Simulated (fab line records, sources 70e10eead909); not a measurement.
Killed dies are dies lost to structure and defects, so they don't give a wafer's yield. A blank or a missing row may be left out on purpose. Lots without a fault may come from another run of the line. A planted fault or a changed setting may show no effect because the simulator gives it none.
Chamber matching | flow nand_harc | NHARC_A_CHANNEL_FILL_D2_STRIP_28 on rie_diel-08: 4 sister chambers
The step strips in O2, time 20 s. 14 wafers are shown with their chamber, then 7 later ones without.

WAFERS WITH THEIR CHAMBER
wafer  | chamber | drypump_motor_current_A (A) | throttle_valve_pct (%) | oes_product_au (a.u.)
L075.1 | 2       | 5.3                         | 17.041                 | 1.011
L075.3 | 0       | 6.2                         | 17.032                 | 1.004
L075.6 | 2       | 5.3                         | 17.052                 | 0.998
L077.1 | 0       | 6.2                         | 17.035                 | 0.988
L077.5 | 0       | 6.2                         | 17.054                 | 1.004
L077.6 | 3       | 5.7                         | 17.038                 | 0.993
L078.4 | 0       | 6.2                         | 17.018                 | 1.004
L078.5 | 1       | 5.8                         | 17.032                 | 1.006
L078.6 | 2       | 5.3                         | 17.038                 | 1.008
L087.4 | 3       | 5.7                         | 17.033                 | 1.007
L087.5 | 3       | 5.8                         | 17.033                 | 1.002
L087.6 | 2       | 5.3                         | 17.038                 | 0.997
L094.1 | 2       | 5.3                         | 17.041                 | 0.999
L094.4 | 1       | 5.8                         | 17.024                 | 1.004

SIGNATURES (means of the wafers above)
reading                 | chamber 0 | chamber 1 | chamber 2 | chamber 3 | scatter within a chamber
drypump_motor_current_A | 6.200     | 5.800     | 5.300     | 5.733     | 0.0258
throttle_valve_pct      | 17.03475  | 17.02800  | 17.04200  | 17.03467  | 0.00917
oes_product_au          | 1.00000   | 1.00500   | 1.00260   | 1.00067   | 0.00678
Rule: a wafer's distance from a chamber is the root of the sum, over the readings, of the square of ((its reading less the chamber's mean) divided by the reading's scatter). The wafer belongs to the nearest chamber; if the next one is less than 2 further off, it can't be placed. The scatter: the root of (the sum of the squares of (reading less its chamber's mean) over the shown wafers, divided by (wafers less chambers)).

WAFERS WITHOUT THEIR CHAMBER
wafer  | drypump_motor_current_A (A) | throttle_valve_pct (%) | oes_product_au (a.u.)
L094.6 | 6.2                         | 17.026                 | 0.999
L093.1 | 5.7                         | 17.023                 | 1.010
L093.5 | 6.2                         | 17.024                 | 1.000
L093.6 | 5.8                         | 17.047                 | 1.005
L097.1 | 5.8                         | 17.020                 | 1.006
L097.2 | 6.1                         | 17.036                 | 1.000
L097.4 | 5.7                         | 17.042                 | 1.006

WHICH CHAMBER EACH WENT THROUGH
wafer  | from the rows above     | in truth
L094.6 | 0                       | 0
L093.1 | can't be placed: 3 or 1 | 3
L093.5 | 0                       | 0
L093.6 | can't be placed: 1 or 3 | 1
L097.1 | 1                       | 1
L097.2 | 0                       | 0
L097.4 | 3                       | 3
Placed correctly: 5 of 7. Can't be placed from these rows: 2 (the true chamber is among the candidates in 2). Placed wrongly: 0.
